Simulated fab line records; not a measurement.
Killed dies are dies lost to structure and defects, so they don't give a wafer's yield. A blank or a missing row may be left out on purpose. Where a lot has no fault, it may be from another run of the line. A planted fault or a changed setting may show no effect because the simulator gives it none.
Chamber matching ; flow nand-harc ; NHARC_A_M0_ETCH_34 on rie-diel-06 has 4 sister chambers
The step etches the open film in N2/H2, target depth 40 nm, overetch 12 nm, time 43.94 s. 14 wafers are shown with their chamber, then 7 later ones without.

== WAFERS PAIRED WITH THEIR CHAMBERS ==
wafer;chamber;showerhead-plenum-p-Torr (Torr);drypump-motor-current-A (A);rf-vpp-V (V)
L252.3;1;2.01;6.21;428.5
L252.5;1;2.02;6.21;430.7
L252.6;2;1.92;6.21;427.5
L253.1;0;2.06;6.01;431.4
L253.2;2;1.92;6.23;427.4
L253.5;1;2.01;6.20;431.0
L255.1;1;2.01;6.23;430.5
L255.5;3;2.10;6.27;431.4
L255.6;2;1.92;6.21;427.3
L256.2;2;1.92;6.25;427.4
L256.4;3;2.10;6.30;430.7
L256.5;2;1.92;6.27;426.8
L258.4;3;2.10;6.29;431.2
L258.5;3;2.10;6.30;432.3

SIGNATURES, as means of the wafers listed above
reading;chamber 0;chamber 1;chamber 2;chamber 3;scatter within a chamber
showerhead-plenum-p-Torr;2.0600;2.0125;1.9200;2.1000;0.00274
drypump-motor-current-A;6.0100;6.2125;6.2340;6.2900;0.0195
rf-vpp-V;431.400;430.175;427.280;431.400;0.743
Rule: a wafer's distance from a chamber is the root of the sum, over the readings, of the square of ((its reading less the chamber's mean) divided by the reading's scatter). The wafer belongs to the nearest chamber; if the next one is less than 2 further off, it can't be placed. How the scatter is found: for the shown wafers, subtract from each reading the mean of its chamber, square and add these, divide the total by (wafers less chambers), then take the root.

== WAFERS WITH NO CHAMBER GIVEN ==
wafer;showerhead-plenum-p-Torr (Torr);drypump-motor-current-A (A);rf-vpp-V (V)
L258.6;2.06;6.02;431.7
L259.1;2.06;6.04;430.5
L259.2;1.91;6.23;426.9
L259.3;2.10;6.32;432.9
L268.3;2.06;6.00;431.6
L268.5;2.06;6.02;430.3
L268.6;2.10;6.29;433.2

== WHICH CHAMBER EACH WENT THROUGH ==
wafer;from the rows above;in truth
L258.6;0;0
L259.1;0;0
L259.2;2;2
L259.3;3;3
L268.3;0;0
L268.5;0;0
L268.6;3;3
Placed correctly: 7 of 7. From these rows, 0 cannot be placed. Number placed wrongly: 0.
